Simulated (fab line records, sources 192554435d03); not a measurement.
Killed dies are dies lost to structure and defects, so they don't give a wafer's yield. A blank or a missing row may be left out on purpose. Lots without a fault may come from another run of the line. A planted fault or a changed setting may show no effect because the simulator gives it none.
fab line records | flow n5_finfet | part 2 of 2: steps 5 to 6 of 6
record lots=23 wafers=69 last_day=18
route steps=1938 shown BEOL_M2@854
lots that met no fault: from a run of the same line without faults
start_h: hours from the record's first day to the start of the lot's first wafer shown | wait_h: hours since the lot's step before | " the same as in the row above | L1.1+2: a row that stands for several wafers | - no value, or no start given | * or withheld: withheld | < > ~ a bound
route shown NAME@n: a module of which the file shows steps, and the number in the route of the first | usual: mean/standard deviation of fault-free wafers | same: alike in all rows | chamber/n: place in a boat | sites: the reading at each site | _std_site: their standard deviation | _edge_site: outer sites' mean less inner sites' | radius_mm: how far each site lies from the wafer's centre | mask NAME#n: copy n | behind: the tool/chamber that last shaped the wafer | hold: why the lot was held/for how many hours/how that ended | device: the transistor (n, p or np) that didn't switch | end of line: the same wafers' tests at the end of the route | a step without rows: its recipe alone | killed: dies lost to structure and defects at the first sort, not the wafer's yield | map: a wafer's dies, x killed, . not, _ none there
set.NAME: the setting as run; set.NAME@STEP: as run at that earlier step | model.NAME: the simulator's own value behind a step, which no gauge read
steps of the route over a sample of lots; a table a step, a row a wafer
services: from which hour (start_h, from the record's first day; less than 0 if before it) a tool's chamber was out of use, for how many hours, and why
## steps
# step N5_BEOL_M2_ETCH_41
# recipe chemistry=CH3F/O2 target=SiCN target_depth_a=299 taper_deg=2 time_s=52.5 ion_energy_ev=120 mask_material=TiN pressure_mtorr=30 source_w=395 bias_w=75 Ar_flow_sccm=150 CH3F_flow_sccm=30 O2_flow_sccm=20
# usual drypump_motor_current_A=5.8/0.44 oes_product_au=0.79/0.077 rf_vpp_V=297.9/1.8 showerhead_plenum_p_Torr=2.02/0.075 throttle_valve_pct=16.34/0.25
# columns lot.wafer tool chamber start_h wait_h drypump_motor_current_A oes_product_au rf_hours_counter_h rf_vpp_V showerhead_plenum_p_Torr throttle_valve_pct
L074.2 rie_diel-02 2 - - 6.1 0.80 94 298.7 2.11 16.18
L074.3 " 3 " " 5.8 0.77 121 293.6 1.93 16.18
L074.4 " 1 " " 6.5 0.72 206 299.3 2.06 16.38
L075.1 rie_diel-06 1 - - 5.0 0.93 6 294.7 1.96 16.07
L075.2 " 3 " " 6.4 0.77 122 299.6 2.01 16.54
L075.5 " 1 " " 5.0 0.94 - 294.6 1.96 16.07
L076.2 rie_diel-01 3 - - 6.2 0.79 120 299.1 2.09 16.24
L076.4 " 0 " " 5.6 0.74 169 295.3 1.92 16.55
L076.5 " 3 " " 6.2 0.78 - 300.7 2.09 16.26
L077.3 rie_diel-01 1 - - 5.6 0.86 45 300.7 2.12 16.05
L077.5 " 1 " " 5.6 0.87 - 300.5 2.12 16.06
L077.6 " 0 " " 5.6 0.75 - 294.3 1.92 16.56
L079.1 rie_diel-01 1 - - 5.6 0.85 53 298.8 2.11 16.09
L079.3 " 2 " " 5.0 0.70 238 297.1 2.05 16.73
L079.5 " 3 " " 6.2 0.77 - 299.3 2.09 16.28
L080.2 rie_diel-06 3 - - 6.4 0.77 132 297.7 2.00 16.57
L080.5 " 3 " " 6.4 0.76 - 299.0 2.00 16.55
L080.6 " 2 " " 5.5 0.73 - 299.4 2.07 16.68
L081.1 rie_diel-06 2 - - 5.4 0.74 176 298.6 2.07 16.68
L081.2 " 0 " " 5.7 0.91 24 296.4 1.95 16.06
L081.3 " 1 " " 5.0 0.91 18 296.7 1.96 16.10
L084.1 rie_diel-06 0 - - 5.7 0.90 26 297.0 1.95 16.07
L084.3 " 1 " " 5.0 0.90 20 296.6 1.96 16.10
L084.6 " 2 " " 5.4 0.73 - 298.9 2.07 16.68
L082.1 rie_diel-01 0 - - 5.6 0.74 187 296.2 1.91 16.56
L082.3 " 1 " " 5.6 0.84 61 300.8 2.11 16.10
L082.5 " 3 " " 6.2 0.77 - 298.6 2.08 16.29
L083.2 rie_diel-02 2 - - 6.1 0.77 118 299.7 2.10 16.22
L083.5 " 2 " " 6.1 0.78 - 299.6 2.10 16.21
L083.6 " 0 " " 5.5 0.97 - 301.0 2.13 15.93
L085.2 rie_diel-06 0 - - 5.7 0.89 31 296.4 1.95 16.05
L085.5 " 3 " " 6.4 0.76 - 297.3 2.00 16.56
L085.6 " 2 " " 5.4 0.74 - 300.2 2.07 16.69
L086.3 rie_diel-01 1 - - 5.6 0.83 67 299.1 2.11 16.12
L086.4 " 2 " " 5.0 0.69 244 298.2 2.05 16.73
L086.5 " 1 " " 5.6 0.83 - 299.3 2.11 16.10
L087.1 rie_diel-02 3 - - 5.9 0.74 150 296.2 1.93 16.23
L087.4 " 1 " " 6.5 0.69 236 298.3 2.05 16.44
L087.5 " 2 " " 6.1 0.76 - 300.2 2.10 16.23
L088.2 rie_diel-02 0 - - 5.5 0.93 15 299.3 2.13 15.93
L088.3 " 3 " " 5.9 0.74 152 298.0 1.92 16.23
L088.5 " 0 " " 5.5 0.93 - 299.6 2.13 15.94
L089.1 rie_diel-02 2 - - 6.1 0.77 132 298.6 2.10 16.23
L089.2 " 3 " " 5.9 0.73 154 295.2 1.92 16.23
L089.4 " 0 " " 5.5 0.93 17 300.6 2.13 15.94
L090.1 rie_diel-02 3 - - 5.9 0.74 155 295.5 1.92 16.24
L090.2 " 1 " " 6.5 0.68 240 297.9 2.05 16.45
L090.3 " 2 " " 6.1 0.75 132 298.2 2.10 16.23
L091.3 rie_diel-06 1 - - 5.0 0.87 40 297.6 1.95 16.14
L091.4 " 0 " " 5.7 0.88 46 297.5 1.95 16.10
L091.6 " 2 " " 5.4 0.73 - 299.7 2.06 16.72
L092.4 rie_diel-06 1 - - 5.0 0.85 42 297.1 1.95 16.15
L092.5 " 0 " " 5.7 0.86 - 296.6 1.95 16.12
L092.6 " 1 " " 5.0 0.85 - 296.8 1.95 16.16
L093.1 rie_diel-06 2 - - 5.4 0.72 204 299.7 2.06 16.73
L093.4 " 3 " " 6.4 0.74 160 299.0 1.99 16.60
L093.6 " 3 " " 6.4 0.74 - 296.9 1.99 16.61
L094.1 rie_diel-06 3 - - 6.4 0.75 161 297.1 1.99 16.60
L094.2 " 0 " " 5.8 0.87 54 296.2 1.94 16.13
L094.3 " 1 " " 5.0 0.86 47 295.2 1.95 16.16
L095.1 rie_diel-01 3 - - 6.2 0.75 163 299.1 2.07 16.33
L095.2 " 0 " " 5.6 0.70 219 295.4 1.90 16.63
L095.3 " 1 " " 5.6 0.81 93 300.2 2.10 16.14
L096.1 rie_diel-06 2 - - 5.4 0.71 211 298.3 2.06 16.74
L096.3 " 0 " " 5.7 0.84 58 296.3 1.94 16.12
L096.4 " 2 " " 5.4 0.72 - 298.8 2.06 16.74
L097.1 rie_diel-02 0 - - 5.5 0.90 30 300.6 2.13 15.97
L097.3 " 3 " " 5.9 0.72 167 295.5 1.92 16.25
L097.6 " 3 " " 5.9 0.72 - 295.4 1.92 16.25
# step N5_BEOL_M2_OCD_MEAS_38
# usual trench_depth_nm=55.6/0.69
# columns lot.wafer tool chamber start_h wait_h trench_depth_nm
L074.2 ocd-01 - 137.31 - 55.2
L074.3 " - " " 55.4
L074.4 " - " " 55.3
L075.1 ocd-01 - 142.73 - 55.5
L075.2 " - " " 55.4
L075.5 " - " " 55.2
L076.2 ocd-02 - 157.05 - 56.1
L076.4 " - " " 55.1
L076.5 " - " " 55.7
L077.3 ocd-02 - 159.80 - 55.3
L077.5 " - " " 55.9
L077.6 " - " " 54.6
L079.1 ocd-02 - 179.29 - 55.5
L079.3 " - " " 55.0
L079.5 " - " " 54.7
L080.2 ocd-01 - 179.37 - 55.2
L080.5 " - " " 55.9
L080.6 " - " " 55.9
L081.1 ocd-01 - 184.85 - 55.8
L081.2 " - " " 55.6
L081.3 " - " " 55.6
L084.1 ocd-01 - 192.24 - 55.8
L084.3 " - " " 55.1
L084.6 " - " " 55.3
L082.1 ocd-01 - 196.32 - 54.8
L082.3 " - " " 55.7
L082.5 " - " " 55.7
L083.2 ocd-01 - 198.68 - 55.5
L083.5 " - " " 55.7
L083.6 " - " " 56.8
L085.2 ocd-02 - 207.10 - 55.3
L085.5 " - " " 55.2
L085.6 " - " " 55.7
L086.3 ocd-02 - 212.66 - 54.7
L086.4 " - " " 54.0
L086.5 " - " " 55.1
L087.1 ocd-02 - 218.67 - 54.5
L087.4 " - " " 54.6
L087.5 " - " " 54.9
L088.2 ocd-01 - 229.04 - 56.6
L088.3 " - " " 55.6
L088.5 " - " " 56.6
L089.1 ocd-02 - 233.33 - 56.0
L089.2 " - " " 55.2
L089.4 " - " " 56.7
L090.1 ocd-02 - 234.47 - 55.4
L090.2 " - " " 55.6
L090.3 " - " " 55.7
L091.3 ocd-02 - 248.50 - 55.7
L091.4 " - " " 56.2
L091.6 " - " " 56.5
L092.4 ocd-01 - 253.69 - 56.0
L092.5 " - " " 56.2
L092.6 " - " " 55.6
L093.1 ocd-02 - 259.20 - 57.1
L093.4 " - " " 56.0
L093.6 " - " " 56.3
L094.1 ocd-01 - 262.31 - 55.0
L094.2 " - " " 55.7
L094.3 " - " " 55.1
L095.1 ocd-01 - 263.33 - 55.5
L095.2 " - " " 53.9
L095.3 " - " " 56.1
L096.1 ocd-01 - 277.21 - 56.2
L096.3 " - " " 55.9
L096.4 " - " " 55.0
L097.1 ocd-02 - 282.77 - 55.9
L097.3 " - " " 55.6
L097.6 " - " " 55.3
## services
# columns tool chamber start_h hours kind
rie_diel-06 1 112.08 - clean
rie_diel-06 1 112.08 - consumable_replace:focus_ring
rie_diel-06 1 112.08 16.5 scheduled_down
rie_diel-06 1 112.08 16.5 vent_cycle
rie_diel-06 - 152.14 4.3 pm
rie_diel-02 - 161.27 0.4 repair
rie_diel-02 0 168.03 - clean
rie_diel-02 0 168.03 - consumable_replace:focus_ring
rie_diel-02 0 168.03 - consumable_replace:showerhead
rie_diel-02 0 168.03 16.3 scheduled_down
rie_diel-02 0 168.03 16.3 vent_cycle
rie_diel-01 2 185.30 17.7 repair
rie_diel-02 1 195.81 5.5 repair
rie_diel-02 3 198.03 6.0 repair
rie_metal-02 1 203.98 7.3 repair
rie_diel-01 2 231.57 - clean
rie_diel-01 2 231.57 - consumable_replace:focus_ring
rie_diel-02 - 241.53 15.6 pm
rie_diel-06 1 266.28 23.2 repair
rie_diel-02 1 277.02 - clean
rie_diel-02 1 277.02 - consumable_replace:focus_ring
rie_diel-02 1 277.02 15.9 scheduled_down
rie_diel-02 1 277.02 15.9 vent_cycle
rie_metal-03 - 279.19 0.3 repair
